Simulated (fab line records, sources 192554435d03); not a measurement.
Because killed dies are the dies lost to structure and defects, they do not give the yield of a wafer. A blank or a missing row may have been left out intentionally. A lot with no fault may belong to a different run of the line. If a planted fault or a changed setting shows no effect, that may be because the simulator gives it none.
Matching of chambers || flow n5-finfet || N5_STI_FIN_REVEAL_ETCH_34 on rie-si-02: 4 sister chambers
The step etches Si in H2, material Si, target depth 0.97 nm. 8 wafers are shown with their chamber, then 10 later ones without.

== WAFERS, EACH WITH ITS CHAMBER ==
{"wafer": "L081.1", "chamber": 0, "oes-product-au (a.u.)": 1.028}
{"wafer": "L082.1", "chamber": 2, "oes-product-au (a.u.)": 0.999}
{"wafer": "L083.1", "chamber": 0, "oes-product-au (a.u.)": 1.015}
{"wafer": "L083.2", "chamber": 2, "oes-product-au (a.u.)": 0.994}
{"wafer": "L084.3", "chamber": 1, "oes-product-au (a.u.)": 1.014}
{"wafer": "L084.6", "chamber": 3, "oes-product-au (a.u.)": 1.006}
{"wafer": "L086.2", "chamber": 1, "oes-product-au (a.u.)": 1.001}
{"wafer": "L086.3", "chamber": 3, "oes-product-au (a.u.)": 0.999}

== WAFERS WITHOUT THEIR CHAMBER ==
{"wafer": "L086.4", "oes-product-au (a.u.)": 0.996}
{"wafer": "L088.1", "oes-product-au (a.u.)": 1.003}
{"wafer": "L088.2", "oes-product-au (a.u.)": 0.998}
{"wafer": "L088.5", "oes-product-au (a.u.)": 1.018}
{"wafer": "L090.1", "oes-product-au (a.u.)": 1.004}
{"wafer": "L090.3", "oes-product-au (a.u.)": 0.990}
{"wafer": "L090.5", "oes-product-au (a.u.)": 1.007}
{"wafer": "L093.2", "oes-product-au (a.u.)": 1.003}
{"wafer": "L093.4", "oes-product-au (a.u.)": 1.006}
{"wafer": "L093.6", "oes-product-au (a.u.)": 1.029}

== CHAMBER TAKEN BY EACH ==
{"wafer": "L086.4", "from the rows above": "can't be placed: 2 or 3 or 1", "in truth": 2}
{"wafer": "L088.1", "from the rows above": "can't be placed: 3 or 1 or 2", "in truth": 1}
{"wafer": "L088.2", "from the rows above": "can't be placed: 2 or 3 or 1", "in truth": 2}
{"wafer": "L088.5", "from the rows above": "can't be placed: 0 or 1 or 3", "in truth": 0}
{"wafer": "L090.1", "from the rows above": "can't be placed: 3 or 1 or 2", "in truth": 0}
{"wafer": "L090.3", "from the rows above": "can't be placed: 2 or 3 or 1", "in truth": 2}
{"wafer": "L090.5", "from the rows above": "can't be placed: 1 or 3 or 2 or 0", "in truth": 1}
{"wafer": "L093.2", "from the rows above": "can't be placed: 3 or 1 or 2", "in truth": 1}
{"wafer": "L093.4", "from the rows above": "can't be placed: 1 or 3 or 2 or 0", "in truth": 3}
{"wafer": "L093.6", "from the rows above": "can't be placed: 0 or 1", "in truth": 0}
Placed correctly: 0 of 10. Cannot be placed on the basis of these rows: 10; the candidates contain the true chamber in 9. Number placed wrongly: 0.
How it was worked out, from the rows above alone: a wafer's distance from a chamber is the root of the sum, over the readings, of the square of ((its reading less the chamber's mean) divided by the reading's scatter). If the next closest chamber is less than 2 further off than the closest, the wafer can't be placed; otherwise it belongs to the closest. Each chamber's mean is taken over the wafers shown for it. The scatter is the square root of a quotient: the sum, over the shown wafers, of each reading's squared deviation from its chamber's mean, divided by wafers minus chambers.
